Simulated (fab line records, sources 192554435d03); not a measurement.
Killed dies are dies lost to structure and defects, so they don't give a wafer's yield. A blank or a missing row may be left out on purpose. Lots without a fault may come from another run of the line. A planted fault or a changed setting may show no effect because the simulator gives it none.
Chamber matching | flow n5_finfet | N5_BEOL_M4_ALD_98 on ald_sin-04: 4 sister chambers
The step deposits SiO2, target thk 2.5 nm, pulse time 1 s, co reactant pulse time 1 s. 4 wafers are shown with their chamber, then 10 later ones without.

WAFERS WITH THEIR CHAMBER
wafer  | chamber | heater_power_w (W)
L090.2 | 3       | 87
L090.3 | 0       | 62
L091.2 | 1       | 81
L091.4 | 2       | 79

WAFERS WITHOUT THEIR CHAMBER
wafer  | heater_power_w (W)
L091.5 | 89
L092.1 | 81
L092.4 | 88
L092.6 | 63
L093.1 | 84
L093.3 | 80
L093.5 | 84
L097.2 | 79
L097.3 | 62
L097.6 | 63

WHICH CHAMBER EACH WENT THROUGH
wafer  | from the rows above          | in truth
L091.5 | 3                            | 3
L092.1 | can't be placed: 1 or 2      | 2
L092.4 | 3                            | 3
L092.6 | 0                            | 0
L093.1 | can't be placed: 1 or 3 or 2 | 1
L093.3 | can't be placed: 1 or 2      | 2
L093.5 | can't be placed: 1 or 3 or 2 | 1
L097.2 | can't be placed: 2 or 1      | 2
L097.3 | 0                            | 0
L097.6 | 0                            | 0
Placed correctly: 5 of 10. Can't be placed from these rows: 5 (the true chamber is among the candidates in 5). Placed wrongly: 0.
How it was worked out, from the rows above alone: a wafer's distance from a chamber is the root of the sum, over the readings, of the square of ((its reading less the chamber's mean) divided by the reading's scatter). The wafer belongs to the nearest chamber; if the next one is less than 2 further off, it can't be placed. A chamber's mean is the mean of its shown wafers. The scatter: with one shown wafer a chamber, the root of the mean of the squares of how far each hidden wafer lies from its nearest shown one.
